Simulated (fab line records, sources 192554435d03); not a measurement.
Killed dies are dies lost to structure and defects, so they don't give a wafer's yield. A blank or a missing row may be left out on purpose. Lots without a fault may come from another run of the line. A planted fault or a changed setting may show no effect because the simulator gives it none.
fab line records | flow n5_finfet
record lots=24 wafers=72 last_day=18
route steps=1938 shown BEOL_M1@828 BEOL_M2@863
lots that met no fault: from a run of the same line without faults
start_h: hours from the record's first day to the start of the lot's first wafer shown | wait_h: hours since the lot's step before | " the same as in the row above | L1.1+2: a row that stands for several wafers | - no value, or no start given | * or withheld: withheld | < > ~ a bound
route shown NAME@n: a module of which the file shows steps, and the number in the route of the first | usual: mean/standard deviation of fault-free wafers | same: alike in all rows | chamber/n: place in a boat | sites: the reading at each site | _std_site: their standard deviation | _edge_site: outer sites' mean less inner sites' | radius_mm: how far each site lies from the wafer's centre | mask NAME#n: copy n | behind: the tool/chamber that last shaped the wafer | hold: why the lot was held/for how many hours/how that ended | device: the transistor (n, p or np) that didn't switch | end of line: the same wafers' tests at the end of the route | a step without rows: its recipe alone | killed: dies lost to structure and defects at the first sort, not the wafer's yield | map: a wafer's dies, x killed, . not, _ none there
set.NAME: the setting as run; set.NAME@STEP: as run at that earlier step | model.NAME: the simulator's own value behind a step, which no gauge read
steps of the route over a sample of lots; a table a step, a row a wafer
services: from which hour (start_h, from the record's first day; less than 0 if before it) a tool's chamber was out of use, for how many hours, and why
## steps
# step N5_BEOL_M1_SPUTTER_94
# recipe material=Cu target_thk_a=45 temp_c=-20 chamber_pressure_pa=0.07 power_w=withheld time_s=8.29
# usual chuck_sensor_temp_C=-15.9/0.4 susceptor_temp_C=-20.01/0.092 throttle_valve_pct=30.3/1.3
# columns lot.wafer tool chamber start_h wait_h chuck_sensor_temp_C susceptor_temp_C throttle_valve_pct
L074.1 pvd_sputter-03 - 126.53 0.1 -16.1 -19.98 28.5
L074.3 " - " " -16.0 -20.13 32.2
L074.6 " - " " -16.1 -20.13 32.1
L075.1 pvd_sputter-03 - 138.93 0.1 -16.4 -20.01 28.6
L075.3 " - " " -16.1 -19.95 32.3
L075.4 " - " " -16.5 -20.00 29.0
L076.1 pvd_sputter-02 - 156.95 0.1 -15.5 -20.01 29.0
L076.3 " - " " -16.1 -19.95 30.7
L076.6 " - " " -15.7 -20.07 30.0
L077.1 pvd_sputter-01 - 157.05 0.1 -15.2 -20.10 28.5
L077.3 " - " " -16.0 -19.95 31.5
L077.6 " - " " -15.1 -20.07 28.3
L078.2 pvd_sputter-02 - 160.21 0.1 -16.0 -20.04 30.6
L078.4 " - " " -15.6 -20.23 30.2
L078.5 " - " " -15.8 -20.06 30.1
L079.1 pvd_sputter-01 - 160.29 0.1 -16.2 -19.97 30.2
L079.3 " - " " -15.1 -20.02 28.3
L079.4 " - " " -16.1 -20.00 29.9
L080.2 pvd_sputter-03 - 168.99 0.1 -16.4 -19.96 28.7
L080.4 " - " " -16.1 -20.09 32.2
L080.5 " - " " -16.1 -19.93 28.5
L081.1 pvd_sputter-01 - 169.81 0.1 -16.4 -20.06 31.4
L081.4 " - " " -16.2 -20.03 31.5
L081.5 " - " " -15.1 -20.16 28.4
L082.1 pvd_sputter-02 - 190.56 0.1 -15.6 -19.82 29.3
L082.3 " - " " -15.9 -19.94 30.6
L082.5 " - " " -15.6 -19.93 29.0
L083.1 pvd_sputter-03 - 190.77 0.1 -15.6 -20.01 31.7
L083.5 " - " " -15.5 -19.92 31.7
L083.6 " - " " -15.8 -20.14 32.2
L084.2 pvd_sputter-01 - 191.16 0.1 -15.2 -19.95 28.6
L084.3 " - " " -16.2 -20.04 32.2
L084.5 " - " " -16.1 -19.93 31.6
L085.3 pvd_sputter-03 - 194.65 0.1 -16.2 -20.02 29.1
L085.5 " - " " -16.2 -20.16 28.3
L085.6 " - " " -16.3 -19.88 28.8
L086.1 pvd_sputter-03 - 217.08 0.1 -15.6 -19.95 31.6
L086.3 " - " " -16.5 -19.91 28.6
L086.4 " - " " -16.4 -20.02 29.0
L087.2 pvd_sputter-02 - 217.28 0.1 -15.6 -20.15 29.2
L087.3 " - " " -15.3 -19.83 30.8
L087.5 " - " " -15.6 -19.80 30.3
L089.1 pvd_sputter-02 - 220.48 0.1 -15.5 -20.10 29.0
L089.5 " - " " -16.1 -20.01 30.7
L089.6 " - " " -15.5 -19.97 30.9
L088.1 pvd_sputter-01 - 231.54 0.1 -15.2 -20.11 28.4
L088.4 " - " " -16.3 -19.91 31.3
L088.5 " - " " -16.3 -20.19 30.1
L091.3 pvd_sputter-01 - 235.44 0.1 -16.1 -19.90 31.4
L091.4 " - " " -15.3 -20.02 28.5
L091.6 " - " " -16.3 -19.97 30.4
L090.1 pvd_sputter-01 - 240.27 0.1 -16.4 -19.81 30.3
L090.3 " - " " -16.1 -20.03 31.3
L090.5 " - " " -16.0 -20.00 31.4
L092.3 pvd_sputter-01 - 243.78 0.1 -16.2 -20.10 31.4
L092.4 " - " " -15.2 -20.22 28.5
L092.6 " - " " -15.1 -20.16 28.4
L093.3 pvd_sputter-02 - 251.30 0.1 -15.4 -20.07 30.8
L093.4 " - " " -15.7 -20.10 29.9
L093.6 " - " " -15.6 -20.09 28.9
L094.1 pvd_sputter-02 - 257.43 0.1 -15.5 -20.00 29.1
L094.5 " - " " -15.7 -19.96 30.3
L094.6 " - " " -15.6 -19.90 30.8
L095.2 pvd_sputter-03 - 262.87 0.1 -15.5 -20.16 31.6
L095.4 " - " " -16.1 -20.01 32.3
L095.6 " - " " -16.2 -19.92 28.5
L096.1 pvd_sputter-01 - 268.07 0.1 -16.2 -20.13 30.3
L096.5 " - " " -16.1 -20.03 31.3
L096.6 " - " " -16.1 -20.10 31.9
L097.1 pvd_sputter-02 - 274.65 0.1 -15.6 -20.00 30.1
L097.2 " - " " -15.5 -20.01 31.0
L097.3 " - " " -16.1 -19.99 31.0
# step N5_BEOL_M1_THK_MEAS_53
# recipe thk_meas_gauge=xrf reads=Cu_of_BEOL_M1_ECD_50
# usual M1_THK=39.4/1.6
# columns lot.wafer tool chamber start_h wait_h M1_THK[nm]
L074.1 film_metro-01 - 129.32 - 39.4
L074.3 " - " " 38.7
L074.6 " - " " 40.4
L075.1 film_metro-01 - 143.60 - 39.0
L075.3 " - " " 37.1
L075.4 " - " " 40.9
L076.1 film_metro-02 - 160.86 - 38.0
L076.3 " - " " 39.9
L076.6 " - " " 39.0
L077.1 film_metro-01 - 161.43 - 38.2
L077.3 " - " " 37.1
L077.6 " - " " 35.9
L078.2 film_metro-01 - 164.91 - 39.6
L078.4 " - " " 39.2
L078.5 " - " " 38.7
L079.1 film_metro-01 - 165.45 - 36.2
L079.3 " - " " 35.2
L079.4 " - " " 38.5
L080.2 film_metro-01 - 177.15 - 39.3
L080.4 " - " " 41.8
L080.5 " - " " 40.8
L081.1 film_metro-02 - 177.43 - 36.7
L081.4 " - " " 40.0
L081.5 " - " " 41.3
L082.1 film_metro-01 - 191.57 - 38.6
L082.3 " - " " 41.4
L082.5 " - " " 40.7
L083.1 film_metro-01 - 191.78 - 38.3
L083.5 " - " " 37.9
L083.6 " - " " 39.1
L084.2 film_metro-01 - 192.17 - 38.4
L084.3 " - " " 38.5
L084.5 " - " " 42.8
L085.3 film_metro-02 - 195.66 - 38.5
L085.5 " - " " 39.1
L085.6 " - " " 39.7
L086.1 film_metro-01 - 218.09 - 39.8
L086.3 " - " " 40.9
L086.4 " - " " 41.6
L087.2 film_metro-01 - 218.36 - 40.6
L087.3 " - " " 38.2
L087.5 " - " " 41.2
L089.1 film_metro-02 - 221.60 - 38.5
L089.5 " - " " 42.2
L089.6 " - " " 43.2
L088.1 film_metro-02 - 232.55 - 38.4
L088.4 " - " " 37.6
L088.5 " - " " 39.4
L091.3 film_metro-01 - 236.45 - 40.2
L091.4 " - " " 39.5
L091.6 " - " " 40.7
L090.1 film_metro-02 - 241.28 - 40.8
L090.3 " - " " 41.7
L090.5 " - " " 42.2
L092.3 film_metro-02 - 244.79 - 38.7
L092.4 " - " " 41.6
L092.6 " - " " 41.7
L093.3 film_metro-01 - 252.31 - 38.7
L093.4 " - " " 41.9
L093.6 " - " " 40.8
L094.1 film_metro-02 - 258.61 - 38.3
L094.5 " - " " 41.1
L094.6 " - " " 41.8
L095.2 film_metro-01 - 263.98 - 39.9
L095.4 " - " " 36.6
L095.6 " - " " 41.1
L096.1 film_metro-01 - 269.07 - 40.2
L096.5 " - " " 40.8
L096.6 " - " " 40.8
L097.1 film_metro-01 - 276.73 - 37.7
L097.2 " - " " 38.9
L097.3 " - " " 34.3
# step N5_BEOL_M2_STRIP_66
# recipe chemistry=CF4 resist=SiARC power_w=300 bias_power_w=75 pressure_mtorr=50 cf4_flow_sccm=150 rf_frequency_hz=6e+07
# usual drypump_motor_current_A=5.7/0.52 oes_product_au=0.79/0.084 rf_vpp_V=271.8/1.6 showerhead_plenum_p_Torr=1.83/0.06 throttle_valve_pct=13.53/0.2
# columns lot.wafer tool chamber start_h wait_h drypump_motor_current_A oes_product_au rf_hours_counter_h rf_vpp_V showerhead_plenum_p_Torr throttle_valve_pct
L074.1 rie_diel-06 0 130.57 0.0 5.7 0.70 199 272.9 1.86 13.65
L074.3 " 2 " " 6.3 0.70 225 269.9 1.77 13.69
L074.6 " 2 " " 6.3 0.70 - 269.8 1.76 13.68
L075.1 rie_diel-03 3 146.47 0.0 5.9 0.80 91 270.5 1.72 13.49
L075.3 " 2 " " 5.0 0.82 63 270.6 1.82 13.68
L075.4 " 0 " " 5.2 0.91 19 271.7 1.83 13.22
L076.1 rie_diel-03 3 162.58 0.0 5.9 0.80 96 269.9 1.72 13.49
L076.3 " 2 " " 5.0 0.81 67 270.2 1.82 13.69
L076.6 " 2 " " 5.0 0.81 - 270.8 1.82 13.70
L077.1 rie_diel-01 3 163.29 0.0 6.5 0.69 252 271.4 1.85 13.85
L077.3 " 0 " " 6.3 0.77 107 272.9 1.86 13.40
L077.6 " 1 " " 5.8 0.66 - 268.9 1.71 13.68
L078.2 rie_diel-03 0 166.14 0.0 5.2 0.89 25 271.4 1.83 13.25
L078.4 " 2 " " 5.0 0.82 68 270.4 1.82 13.69
L078.5 " 1 " " 5.5 0.71 - 274.2 1.86 13.71
L079.1 rie_diel-01 0 167.25 0.0 6.3 0.77 109 272.6 1.86 13.40
L079.3 " 2 " " 5.2 0.84 51 274.3 1.90 13.34
L079.4 " 1 " " 5.8 0.66 247 268.7 1.71 13.65
L080.2 rie_diel-06 0 179.23 0.0 5.7 0.69 219 270.9 1.85 13.68
L080.4 " 2 " " 6.3 0.69 243 270.6 1.76 13.73
L080.5 " 3 " " 5.4 0.96 - 273.5 1.91 13.31
L081.1 rie_diel-01 2 179.43 0.0 5.2 0.83 55 273.6 1.90 13.36
L081.4 " 2 " " 5.2 0.84 - 271.7 1.90 13.33
L081.5 " 0 " " 6.3 0.77 - 274.5 1.86 13.42
L082.1 rie_diel-03 0 192.96 0.0 5.2 0.88 33 272.0 1.82 13.27
L082.3 " 1 " " 5.5 0.72 185 273.2 1.86 13.71
L082.5 " 0 " " 5.2 0.88 - 272.9 1.82 13.28
L083.1 rie_diel-01 0 195.46 0.0 6.3 0.76 119 272.4 1.86 13.43
L083.5 " 1 " " 5.8 0.66 - 269.3 1.71 13.68
L083.6 " 0 " " 6.3 0.75 - 274.2 1.86 13.44
L084.2 rie_diel-06 3 195.65 0.0 5.4 0.93 7 275.0 1.90 13.33
L084.3 " 0 " " 5.7 0.68 224 272.1 1.85 13.67
L084.5 " 1 " " 6.6 0.71 - 272.6 1.83 13.65
L085.3 rie_diel-03 1 199.14 0.0 5.5 0.71 187 272.9 1.86 13.74
L085.5 " 3 " " 5.9 0.79 - 269.2 1.72 13.51
L085.6 " 0 " " 5.2 0.87 - 270.3 1.82 13.28
L086.1 rie_diel-03 0 221.33 0.0 5.2 0.86 45 271.1 1.82 13.30
L086.3 " 3 " " 6.0 0.78 115 269.6 1.72 13.54
L086.4 " 1 " " 5.5 0.70 197 271.5 1.86 13.75
L087.2 rie_diel-06 1 221.41 0.0 6.6 0.70 221 271.7 1.83 13.66
L087.3 " 0 " " 5.7 0.67 236 271.2 1.85 13.71
L087.5 " 1 " " 6.6 0.70 - 272.9 1.83 13.66
L089.1 rie_diel-01 2 224.09 0.0 5.2 0.81 74 272.3 1.89 13.40
L089.5 " 3 " " 6.6 0.92 - 270.6 1.84 13.29
L089.6 " 0 " " 6.3 0.75 - 274.8 1.86 13.47
L088.1 rie_diel-03 2 234.82 0.0 5.0 0.78 92 272.1 1.81 13.75
L088.4 " 1 " " 5.5 0.70 202 272.5 1.86 13.75
L088.5 " 1 " " 5.5 0.70 - 272.8 1.86 13.76
L091.3 rie_diel-03 2 239.29 0.0 5.0 0.79 94 270.1 1.81 13.76
L091.4 " 1 " " 5.5 0.70 204 272.9 1.86 13.76
L091.6 " 2 " " 5.0 0.79 - 271.5 1.81 13.74
L090.1 rie_diel-01 3 246.67 0.0 6.5 0.89 15 272.2 1.84 13.29
L090.3 " 2 " " 5.2 0.79 84 273.7 1.89 13.43
L090.5 " 1 " " 5.8 0.96 - 272.6 1.92 13.11
L092.3 rie_diel-03 3 247.13 0.0 5.9 0.78 126 270.4 1.71 13.56
L092.4 " 0 " " 5.2 0.85 56 270.8 1.82 13.32
L092.6 " 3 " " 5.9 0.78 - 270.3 1.71 13.56
L093.3 rie_diel-03 0 253.87 0.0 5.2 0.85 58 273.8 1.82 13.33
L093.4 " 3 " " 6.0 0.77 129 271.1 1.71 13.57
L093.6 " 1 " " 5.5 0.69 - 271.8 1.85 13.77
L094.1 rie_diel-01 1 260.18 0.0 5.8 0.93 13 273.8 1.91 13.15
L094.5 " 1 " " 5.8 0.93 - 272.4 1.91 13.13
L094.6 " 2 " " 5.2 0.79 - 273.6 1.89 13.44
L095.2 rie_diel-06 2 265.52 0.0 6.3 0.94 13 270.8 1.75 13.18
L095.4 " 1 " " 6.6 0.69 - 272.5 1.83 13.69
L095.6 " 2 " " 6.3 0.94 - 269.8 1.75 13.18
L096.1 rie_diel-03 3 272.76 0.0 6.0 0.77 135 269.6 1.71 13.58
L096.5 " 1 " " 5.5 0.68 - 274.5 1.85 13.81
L096.6 " 2 " " 5.0 0.77 - 270.0 1.80 13.80
L097.1 rie_diel-01 0 279.59 0.0 6.3 0.73 157 274.2 1.85 13.51
L097.2 " 1 " " 5.8 0.91 21 272.6 1.91 13.15
L097.3 " 3 " " 6.5 0.86 29 271.7 1.84 13.33
# step N5_BEOL_M2_HM_OPEN_17
# recipe chemistry=Cl2/BCl3 target_depth_a=200 overetch_a=60 target=TiN mask_material=SOC ion_energy_ev=150 pressure_mtorr=10 icp_w=1000 bias_w=126 Cl2_flow_sccm=53.25 bcl3_flow_sccm=21.75 Ar_flow_sccm=25
# usual drypump_motor_current_A=5.8/0.37 he_backside_leak_sccm=3.4/0.31 oes_product_au=0.65/0.068 throttle_valve_pct=22.2/0.31
# columns lot.wafer tool chamber start_h wait_h drypump_motor_current_A he_backside_leak_sccm oes_product_au rf_hours_counter_h throttle_valve_pct
L074.1 rie_metal-01 1 130.61 0.0 6.1 3.3 0.57 86 22.7
L074.3 " 1 " " 6.1 3.3 0.57 - 22.7
L074.6 " 0 " " 5.7 3.4 0.75 - 21.9
L075.1 rie_metal-03 1 146.51 0.0 5.9 3.5 0.69 34 22.1
L075.3 " 1 " " 5.9 3.3 0.69 - 22.1
L075.4 " 0 " " 6.6 3.2 0.73 - 22.2
L076.1 rie_metal-03 1 162.62 0.0 5.9 3.4 0.68 35 22.1
L076.3 " 0 " " 6.7 3.4 0.73 - 22.1
L076.6 " 1 " " 5.9 3.4 0.69 - 22.1
L077.1 rie_metal-01 1 163.33 0.0 6.0 3.5 0.57 90 22.7
L077.3 " 1 " " 6.1 3.4 0.57 - 22.7
L077.6 " 1 " " 6.1 3.2 0.56 - 22.7
L078.2 rie_metal-02 1 166.18 0.0 5.4 3.5 0.59 77 22.1
L078.4 " 1 " " 5.3 3.5 0.58 - 22.1
L078.5 " 1 " " 5.4 3.5 0.59 - 22.1
L079.1 rie_metal-02 1 167.30 0.0 5.4 3.6 0.60 78 22.1
L079.3 " 0 " " 5.6 3.2 0.66 - 22.4
L079.4 " 1 " " 5.3 3.5 0.59 - 22.1
L080.2 rie_metal-03 0 179.27 0.0 6.7 3.3 0.74 23 22.1
L080.4 " 1 " " 5.9 3.5 0.69 - 22.1
L080.5 " 1 " " 5.9 6.1 0.68 - 22.1
L081.1 rie_metal-02 1 179.48 0.0 5.3 3.4 0.58 78 22.1
L081.4 " 0 " " 5.6 3.3 0.66 - 22.4
L081.5 " 1 " " 5.4 3.6 0.58 - 22.1
L082.1 rie_metal-02 0 193.00 0.0 5.6 3.5 0.66 41 22.4
L082.3 " 1 " " 5.4 3.6 0.59 - 22.1
L082.5 " 0 " " 5.6 3.2 0.66 - 22.3
L083.1 rie_metal-01 1 195.50 0.0 6.1 3.2 0.56 92 22.7
L083.5 " 0 " " 5.7 3.4 0.73 - 21.9
L083.6 " 1 " " 6.1 3.6 0.56 - 22.7
L084.2 rie_metal-01 1 195.69 0.0 6.1 3.4 0.56 92 22.7
L084.3 " 1 " " 6.1 3.3 0.55 - 22.8
L084.5 " 0 " " 5.7 3.4 0.72 - 21.9
L085.3 rie_metal-01 0 199.21 0.1 5.6 3.3 0.72 - 21.9
L085.5 " 1 " " 6.1 3.5 0.55 - 22.8
L085.6 " 0 " " 5.6 3.4 0.71 - 21.9
L086.1 rie_metal-01 1 221.37 0.0 6.1 3.3 0.55 95 22.8
L086.3 " 0 " " 5.7 3.4 0.72 - 21.9
L086.4 " 1 " " 6.1 3.7 0.55 - 22.8
L087.2 rie_metal-03 1 221.45 0.0 5.9 3.2 0.66 40 22.1
L087.3 " 0 " " 6.6 4.4 0.73 - 22.1
L087.5 " 0 " " 6.7 3.4 0.72 - 22.2
L089.1 rie_metal-02 1 224.13 0.0 5.3 3.7 0.59 81 22.1
L089.5 " 1 " " 5.3 3.6 0.59 - 22.1
L089.6 " 0 " " 5.6 3.1 0.67 - 22.3
L088.1 rie_metal-03 0 234.86 0.0 6.6 3.4 0.72 28 22.1
L088.4 " 0 " " 6.6 3.4 0.71 - 22.2
L088.5 " 0 " " 6.7 3.1 0.71 - 22.2
L091.3 rie_metal-01 1 239.36 0.1 6.1 3.2 0.56 - 22.7
L091.4 " 0 " " 5.7 3.3 0.71 - 21.9
L091.6 " 0 " " 5.6 3.2 0.72 - 21.9
L090.1 rie_metal-02 0 246.71 0.0 5.6 3.4 0.66 44 22.3
L090.3 " 0 " " 5.6 3.2 0.66 - 22.4
L090.5 " 1 " " 5.4 3.6 0.58 - 22.1
L092.3 rie_metal-01 0 247.20 0.1 5.7 3.3 0.70 - 21.9
L092.4 " 1 " " 6.1 3.2 0.55 - 22.7
L092.6 " 0 " " 5.7 3.3 0.70 - 21.9
L093.3 rie_metal-01 0 253.95 0.1 5.7 3.6 0.71 - 21.9
L093.4 " 1 " " 6.1 3.3 0.55 - 22.7
L093.6 " 1 " " 6.1 3.3 0.56 - 22.7
L094.1 rie_metal-01 0 260.22 0.0 5.7 3.3 0.71 24 21.9
L094.5 " 1 " " 6.1 3.6 0.56 - 22.7
L094.6 " 0 " " 5.7 3.5 0.71 - 21.9
L095.2 rie_metal-01 0 265.56 0.0 5.7 3.3 0.71 25 21.9
L095.4 " 0 " " 5.7 3.4 0.70 - 21.9
L095.6 " 0 " " 5.7 3.3 0.71 - 21.9
L096.1 rie_metal-02 0 272.80 0.0 5.6 3.1 0.66 46 22.4
L096.5 " 0 " " 5.6 2.9 0.65 - 22.4
L096.6 " 1 " " 5.3 3.6 0.57 - 22.1
L097.1 rie_metal-02 0 279.63 0.0 5.5 3.5 0.65 47 22.4
L097.2 " 1 " " 5.4 3.6 0.58 85 22.1
L097.3 " 1 " " 5.4 3.6 0.58 - 22.1
# step N5_BEOL_M2_OVL_MEAS_29
# recipe points_per_wafer=522
# usual V1_OVL=-0.3/0.72
# columns lot.wafer tool chamber start_h wait_h V1_OVL[nm]
L074.1 overlay-02 0 131.14 0.0 0.3
L074.3 " 0 " " -0.4
L074.6 " 0 " " -0.1
L075.1 overlay-01 0 147.04 0.0 -0.2
L075.3 " 0 " " -0.7
L075.4 " 0 " " -0.7
L076.1 overlay-01 0 163.27 0.0 -0.5
L076.3 " 0 " " -0.3
L076.6 " 0 " " 0.9
L077.1 overlay-02 0 163.98 0.0 1.2
L077.3 " 0 " " 0.6
L077.6 " 0 " " -0.1
L078.2 overlay-01 0 166.72 0.0 0.2
L078.4 " 0 " " -0.6
L078.5 " 0 " " -0.8
L079.1 overlay-02 0 167.95 0.0 -0.8
L079.3 " 0 " " 0.1
L079.4 " 0 " " -0.3
L080.2 overlay-01 0 179.91 0.0 -0.6
L080.4 " 0 " " -0.5
L080.5 " 0 " " 0.4
L081.1 overlay-02 0 180.03 0.0 -2.0
L081.4 " 0 " " -0.7
L081.5 " 0 " " -1.3
L082.1 overlay-01 0 193.76 0.0 0.2
L082.3 " 0 " " 0.1
L082.5 " 0 " " 0.3
L083.1 overlay-01 0 196.21 0.0 -0.3
L083.5 " 0 " " -0.8
L083.6 " 0 " " 0.1
L084.2 overlay-02 0 196.28 0.0 -0.3
L084.3 " 0 " " 1.0
L084.5 " 0 " " 0.5
L085.3 overlay-02 0 199.75 0.0 1.3
L085.5 " 0 " " 0.8
L085.6 " 0 " " -0.4
L086.1 overlay-01 0 222.07 0.0 -0.6
L086.3 " 0 " " 0.5
L086.4 " 0 " " 1.1
L087.2 overlay-02 0 222.13 0.0 0.1
L087.3 " 0 " " -0.6
L087.5 " 0 " " 0.2
L089.1 overlay-02 0 224.71 0.0 -0.6
L089.5 " 0 " " -0.7
L089.6 " 0 " " -0.7
L088.1 overlay-01 0 235.60 0.0 0.2
L088.4 " 0 " " 0.1
L088.5 " 0 " " 0.2
L091.3 overlay-01 0 239.92 0.0 0.6
L091.4 " 0 " " -0.7
L091.6 " 0 " " -0.3
L090.1 overlay-02 0 247.27 0.0 -0.5
L090.3 " 0 " " -0.9
L090.5 " 0 " " -0.6
L092.3 overlay-02 0 247.75 0.0 -0.4
L092.4 " 0 " " -1.2
L092.6 " 0 " " -1.6
L093.3 overlay-01 0 254.59 0.0 -0.7
L093.4 " 0 " " -0.9
L093.6 " 0 " " -0.4
L094.1 overlay-02 0 260.88 0.0 -0.6
L094.5 " 0 " " -0.3
L094.6 " 0 " " -0.3
L095.2 overlay-01 0 266.24 0.0 0.2
L095.4 " 0 " " -1.0
L095.6 " 0 " " 0.3
L096.1 overlay-02 0 273.45 0.0 -0.9
L096.5 " 0 " " -1.0
L096.6 " 0 " " -2.1
L097.1 overlay-01 0 280.48 0.0 -0.8
L097.2 " 0 " " -0.5
L097.3 " 0 " " -0.8
# step N5_BEOL_M2_ALD_98
# recipe material=SiO2 target_thk_a=25 temp_c=100 ald_precursor_family=BDEAS ald_co_reactant=O2-plasma pulse_time_s=1 co_reactant_pulse_time_s=1 purge_time_s=2 co_reactant_purge_time_s=2 ald_cycles=17 pressure_torr=2
# usual heater_power_w=80/8.8 precursor_pulse_height_rel=1.000/0.019 susceptor_temp_C=100.00/0.13
# columns lot.wafer tool chamber start_h wait_h heater_power_w precursor_pulse_height_rel susceptor_temp_C
L074.1 ald_sin-01 0 131.37 0.1 89 1.009 100.16
L074.3 " 1 " " 78 0.985 99.87
L074.6 " 1 " " 80 0.934 100.09
L075.1 ald_sin-04 2 148.06 0.8 94 0.995 99.84
L075.3 " 3 " " 74 0.999 100.02
L075.4 " 0 " " 69 0.948 100.02
L076.1 ald_sin-03 2 163.50 0.1 64 0.986 99.95
L076.3 " 1 " " 83 1.018 99.84
L076.6 " 3 " " 77 0.972 100.00
L077.1 ald_sin-03 3 164.22 0.1 76 1.037 99.95
L077.3 " 0 " " 70 1.026 99.88
L077.6 " 3 " " 76 0.996 99.99
L078.2 ald_sin-03 1 166.94 0.1 83 0.998 99.98
L078.4 " 3 " " 76 1.025 99.88
L078.5 " 3 " " 75 0.997 100.00
L079.1 ald_sin-01 3 168.18 0.1 73 0.996 99.94
L079.3 " 1 " " 77 1.016 100.03
L079.4 " 2 " " 92 0.979 99.83
L080.2 ald_sin-01 3 180.18 0.1 72 1.003 99.97
L080.4 " 3 " " 73 1.008 100.09
L080.5 " 0 " " 87 0.992 99.74
L081.1 ald_sin-01 0 180.35 0.1 89 1.009 100.14
L081.4 " 0 " " 91 1.022 100.08
L081.5 " 2 " " 92 1.030 100.27
L082.1 ald_sin-03 2 193.98 0.1 67 0.988 100.07
L082.3 " 1 " " 85 1.004 99.87
L082.5 " 0 " " 74 0.971 99.87
L083.1 ald_sin-04 2 196.64 0.1 92 0.988 100.11
L083.5 " 2 " " 92 0.978 100.11
L083.6 " 3 " " 75 1.004 99.95
L084.2 ald_sin-01 1 196.71 0.1 79 0.966 100.07
L084.3 " 0 " " 90 0.979 100.08
L084.5 " 2 " " 93 1.045 100.13
L085.3 ald_sin-01 3 199.96 0.1 72 0.989 100.04
L085.5 " 3 " " 73 0.988 100.02
L085.6 " 2 " " 93 0.979 100.24
L086.1 ald_sin-04 2 222.29 0.1 91 0.983 99.95
L086.3 " 0 " " 73 0.993 99.96
L086.4 " 1 " " 94 1.001 100.00
L087.2 ald_sin-01 2 222.35 0.1 93 1.016 99.99
L087.3 " 1 " " 80 1.027 99.91
L087.5 " 1 " " 77 1.002 99.73
L089.1 ald_sin-01 3 225.74 0.9 75 0.954 99.96
L089.5 " 1 " " 76 1.011 99.89
L089.6 " 3 " " 72 1.024 99.97
L088.1 ald_sin-01 2 236.19 0.1 92 0.992 100.14
L088.4 " 3 " " 73 0.992 99.99
L088.5 " 1 " " 79 1.004 100.18
L091.3 ald_sin-03 0 240.40 0.1 77 0.991 100.19
L091.4 " 2 " " 67 1.012 100.23
L091.6 " 3 " " 78 1.036 100.07
L090.1 ald_sin-01 3 248.74 0.1 73 1.008 99.91
L090.3 " 0 " " 93 1.017 99.77
L090.5 " 3 " " 73 1.016 100.12
L092.3 ald_sin-04 3 249.71 0.1 74 0.984 100.00
L092.4 " 0 " " 71 0.987 99.95
L092.6 " 0 " " 71 0.995 100.12
L093.3 ald_sin-03 2 255.14 0.1 66 1.002 100.01
L093.4 " 1 " " 83 0.989 99.95
L093.6 " 0 " " 79 1.032 100.04
L094.1 ald_sin-03 2 261.10 0.1 67 1.006 100.14
L094.5 " 3 " " 76 1.010 100.15
L094.6 " 0 " " 75 1.007 99.82
L095.2 ald_sin-03 2 266.46 0.1 67 1.013 99.88
L095.4 " 3 " " 78 1.011 99.98
L095.6 " 2 " " 68 1.021 99.98
L096.1 ald_sin-03 1 274.10 0.5 83 0.984 99.86
L096.5 " 3 " " 76 0.992 99.88
L096.6 " 0 " " 75 0.975 100.06
L097.1 ald_sin-01 1 281.14 0.5 78 1.017 100.08
L097.2 " 3 " " 73 0.996 100.12
L097.3 " 2 " " 93 0.992 100.13
## services
# columns tool chamber start_h hours kind
rie_diel-01 0 107.19 29.5 repair
ald_sin-03 - 120.00 1.0 repair
pvd_sputter-03 - 144.93 4.2 repair
rie_metal-02 - 153.70 1.6 repair
rie_diel-06 2 169.03 5.1 repair
ald_sin-01 1 169.99 14.6 repair
rie_diel-01 3 172.08 16.0 repair
rie_diel-01 1 175.77 9.0 repair
ald_sin-03 - 176.75 14.0 pm
pvd_sputter-03 - 178.36 1.0 repair
rie_diel-06 - 183.10 0.2 repair
rie_diel-03 3 184.82 4.3 repair
rie_metal-02 0 185.95 2.6 repair
ald_sin-01 - 201.19 0.7 repair
ald_sin-01 0 209.91 11.0 repair
ald_sin-01 0 224.66 3.4 repair
rie_metal-02 1 228.40 16.7 repair
ald_sin-01 0 232.57 9.7 repair
rie_diel-06 - 233.19 15.6 pm
rie_diel-06 3 251.02 9.4 repair
rie_diel-03 3 259.60 4.2 repair
ald_sin-03 0 262.58 7.4 repair
rie_diel-06 0 263.94 4.2 repair
ald_sin-01 - 269.18 0.4 repair
## key
fault none
